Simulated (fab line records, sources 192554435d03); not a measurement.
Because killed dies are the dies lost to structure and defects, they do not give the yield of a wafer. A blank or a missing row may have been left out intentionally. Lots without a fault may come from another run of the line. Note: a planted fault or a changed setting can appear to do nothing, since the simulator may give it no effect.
A lot that was struck, set against a sound lot || flow n5Finfet || 15 out of 1938 route steps
Sound: these wafers, L991.2, L991.5, L991.6. Struck: wafer L985.1 (left out: L985.2, L985.6 of the same lot, which were not struck); the cause appears at the end.
Order at every step that has rows: each side's tool, ch and its chambers, its first start. Under that, the readings that differ: sound wafers || struck wafers || difference of the means || sigmas: that difference in standard deviations of wafers without a fault.
alike: same words and numbers on both sides, and readings whose means sit less than 2 such deviations apart. not compared: any withheld reading, any reading some wafer has no value for, any bound like >300 that may hide the same value, and any number with overlapping values for which the record gives no deviation.
The two part at a step that has a row with sigmas, a row that says differs or no value, or rows on one side only. Numbers that don't overlap but have no deviation are shown without sigmas and don't part them. A reading missing from all wafers of one side parts the sides only when that side holds two or more wafers.

first, 1 step without rows for these wafers: N5_BEOL_M2_CMP_52 (polishes, stops on SiOC, t overpolish 6.8 s, target thk 40 nm).
N5_BEOL_M2_THK_MEAS_53: measures by xrf.
  sound on filmMetro-01 at day 10 18:38; struck on filmMetro-02 at day 8 16:34
  alike: M2_THK
then, 1 step without rows for these wafers: N5_BEOL_M2_PRE_CLEAN_60 (time 15 s).
N5_BEOL_M2_CO_CAP_55: material Co, precursor CCTBA/H2, target thk 2 nm, time 102.1 s.
  sound on cvdCo-02 ch 0,1, day 10 18:43; struck on cvdCo-01 ch 2, day 8 16:39
{"reading": "heaterPowerOuterW (W)", "sound": "114 111 115", "struck": 139, "difference": "+26", "sigmas": "+3"}
{"reading": "heaterPowerW (W)", "sound": "203 205 227", "struck": 279, "difference": "+67", "sigmas": "+2"}
then, 1 step without rows for these wafers: N5_BEOL_M2_PRE_CLEAN_56 (time 15 s).
N5_BEOL_M2_DEP_57: deposits SiCN from 3MS/NH3, target thk 8 nm, time 14 s.
  sound on pecvd-04 ch 0,1,2, day 10 18:50; struck on pecvd-04 ch 0, day 8 16:46
  alike: showerheadPlenumPTorr, throttleValvePct
N5_BEOL_M2_RS_MEAS_58: measurement is done with a four-point probe.
  sound on filmMetro-01 at day 10 18:54; struck on filmMetro-02 at day 8 16:50
  alike: M2_RS
N5_BEOL_M2_INSPECT_59: inspects for defects (darkfield).
  sound on defectInspect-01 at day 10 18:56; struck on defectInspect-01 at day 8 16:52
  alike: rawDefectCount
N5_BEOL_M3_ILD_DEP_00: deposits SiOC from DEMS/O2, target thk 79 nm, time 15.3 s.
  sound on pecvd-03 ch 0,1, day 10 18:58; struck on pecvd-02 ch 2, day 8 16:53
  alike: heaterPowerOuterW, heaterPowerW, showerheadPlenumPTorr, throttleValvePct
N5_BEOL_M3_THK_MEAS_01:
  sound on filmMetro-02 at day 10 19:02; struck on filmMetro-02 at day 8 16:59
  alike: M3_ILD_THK
N5_BEOL_M3_PECVD_72: deposits SiO2 from TEOS/O2, target thk 16 nm, time 18 s.
  sound on pecvd-02 ch 0,1, day 10 19:04; struck on pecvd-03 ch 2, day 8 17:01
  alike: heaterPowerOuterW, heaterPowerW, showerheadPlenumPTorr, throttleValvePct
N5_BEOL_M3_HM_DEP_02: deposits TiN, target thk 20 nm.
  sound on pvdSputter-02 at day 10 21:29; struck on pvdSputter-02 at day 8 17:46
{"reading": "substrateTempC (C)", "sound": "25.36 25.03 25.25", "struck": 24.94, "difference": -0.27, "sigmas": -2}
  alike: throttleValvePct
N5_BEOL_M3_COAT_61: time 60 s, resist thk 60 nm.
  sound on lithoTrack-04 ch 0, day 10 21:37; struck on lithoTrack-05 ch 0, day 8 17:53
{"reading": "heaterPowerTotalW (W)", "sound": "500.9 502.6 498.0", "struck": 528.4, "difference": "+27.9", "sigmas": "+15"}
{"reading": "runLengthS (s)", "sound": "66.55 66.45 66.51", "struck": 61.18, "difference": -5.32, "sigmas": -53}
then, 1 step without rows for these wafers: N5_BEOL_M3_COAT_62 (time 60 s, resist thk 12 nm).
N5_BEOL_M4_RC_MEAS_101:
  sound on prober-01 ch 0, day 11 13:13; struck on prober-02 ch 0, day 9 11:56
  alike: DIBL_N, DIBL_P, IOFF_N, IOFF_P, ION_N, ION_P, SS_N, SS_P, VT_N, VT_P

## WHERE THEY PART
At N5_BEOL_M2_CO_CAP_55 first; at N5_BEOL_M3_COAT_61 last (within this record only). Later steps at which nothing parts them and some readings are alike: N5_BEOL_M4_RC_MEAS_101.

WHY: what the simulator had put in
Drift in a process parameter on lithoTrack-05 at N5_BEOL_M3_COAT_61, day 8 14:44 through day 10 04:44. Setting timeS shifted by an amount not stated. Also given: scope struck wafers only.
